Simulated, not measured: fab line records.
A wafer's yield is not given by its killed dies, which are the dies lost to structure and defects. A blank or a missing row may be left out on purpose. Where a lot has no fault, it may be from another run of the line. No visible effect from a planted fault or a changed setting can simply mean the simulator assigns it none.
Chamber matching | flow n5 finfet | pecvd-04 running N5_FIN_SAQP_PECVD_06: 3 sister chambers
The step deposits a-Si from SiH4/He, target thk 60 nm, time 48.1 s. 3 wafers are shown with their chamber, then 7 later ones without.

## WAFERS, EACH WITH ITS CHAMBER
wafer  | chamber | throttle valve pct (%)
L080.2 | 1       | 17.3
L085.2 | 0       | 18.4
L085.5 | 2       | 18.4

## WAFERS WHOSE CHAMBER IS MISSING
wafer  | throttle valve pct (%)
L085.6 | 18.5
L089.2 | 18.1
L089.4 | 18.5
L089.6 | 18.4
L090.1 | 18.2
L090.2 | 17.6
L090.6 | 18.4

## WHICH CHAMBER EACH ONE RAN IN
wafer  | from the rows above     | in truth
L085.6 | can't be placed: 0 or 2 | 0
L089.2 | can't be placed: 0 or 2 | 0
L089.4 | can't be placed: 0 or 2 | 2
L089.6 | can't be placed: 0 or 2 | 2
L090.1 | can't be placed: 0 or 2 | 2
L090.2 | 1                       | 1
L090.6 | can't be placed: 0 or 2 | 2
Correct placement for 1 of the 7. Cannot be placed on the basis of these rows: 6; the candidates contain the true chamber in 6. 0 placed wrongly.
How it was worked out, from the rows above alone: a wafer's distance from a chamber is the root of the sum, over the readings, of the square of ((its reading less the chamber's mean) divided by the reading's scatter). The wafer belongs to the nearest chamber; if the next one is less than 2 further off, it can't be placed. Each chamber's mean is taken over the wafers shown for it. The scatter (one wafer shown for each chamber): square how far every hidden wafer sits from the nearest shown wafer, average those squares and take the square root.
